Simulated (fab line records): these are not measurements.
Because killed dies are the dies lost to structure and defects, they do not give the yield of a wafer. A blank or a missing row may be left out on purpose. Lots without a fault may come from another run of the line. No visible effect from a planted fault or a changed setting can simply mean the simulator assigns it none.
Which of the tools did it?    flow n5Finfet    24 lots, 72 wafers sampled, at 1 step of a route of 1938

## WHAT THE GAUGES READ, wafer by wafer
N5_HKMG_FIN_THK_MEAS_70: measures by xrf.
lot   measured     on            HK_THK (nm)
L074  day 4 00:14  filmMetro-02  1.609 1.594 1.617
L075  day 4 08:25  filmMetro-01  1.613 1.607 1.602
L076  day 4 15:18  filmMetro-01  1.602 1.613 1.625
L077  day 4 21:07  filmMetro-02  1.573 1.613 1.593
L078  day 5 04:52  filmMetro-01  1.615 1.619 1.611
L079  day 5 06:49  filmMetro-01  1.606 1.621 1.602
L080  day 5 15:16  filmMetro-01  1.610 1.596 1.586
L081  day 5 19:41  filmMetro-01  1.610 1.611 1.612
L082  day 6 01:35  filmMetro-02  1.619 1.574 1.601
L083  day 6 06:52  filmMetro-01  1.605 1.602 1.608
L084  day 6 14:26  filmMetro-01  1.594 1.613 1.611
L085  day 7 01:20  filmMetro-01  1.599 1.591 1.604
L086  day 7 07:22  filmMetro-02  1.600 1.631 1.562
L087  day 7 12:37  filmMetro-01  1.600 1.608 1.586
L088  day 7 22:18  filmMetro-02  1.586 1.559 1.617
L089  day 7 23:59  filmMetro-02  1.580 1.623 1.600
L090  day 8 03:55  filmMetro-02  1.588 1.622 1.610
L091  day 8 10:21  filmMetro-02  1.568 1.600 1.575
L092  day 8 20:28  filmMetro-02  1.596 1.605 1.615
L093  day 8 22:34  filmMetro-02  1.557 1.592 1.550
L094  day 9 05:13  filmMetro-02  1.633 1.611 1.604
L095  day 9 10:27  filmMetro-01  1.610 1.600 1.612
L096  day 9 15:46  filmMetro-02  1.612 1.581 1.610
L097  day 9 23:45  filmMetro-02  1.602 1.609 1.595

## EACH LOT AND THE TOOL THAT RAN IT (in order: tool; ch and the chambers of the sampled wafers; start)
There is no process step in the record ahead of these readings.

## AS READ BY THE TOOLS THEMSELVES (means over the sampled wafers that have a number; for cases with no such wafer, the mark the record gives instead)
The record holds no such reading with a usual standard deviation.

## THE ANSWER, worked out from the rows above alone
Rule: the usual values come from the lots themselves. The widest of any qualifying gaps counts: lots, ordered by their means at a reading, are off when they make up no more than a third of the lots, leave a main group of 4 or more, and stand apart from it by 3 or more times the standard deviation of that group's means. A main group is skipped when, at the precision printed for the reading in the tables above, its means are all equal. Also off: a lot with no number at a reading for which 4 or more lots have one. Any other lot the step has rows for is counted as sound. After the gauges, taken in route order, come the tools' own readings; for these a lot's mean is taken, as printed above. At the first step where some lot is off, the reading lying furthest off is the one used; lots without a number count as furthest.
Across all readings shown, no lot is off: no conclusion can be drawn from this.

## WHAT THE SIMULATOR HAD PUT IN
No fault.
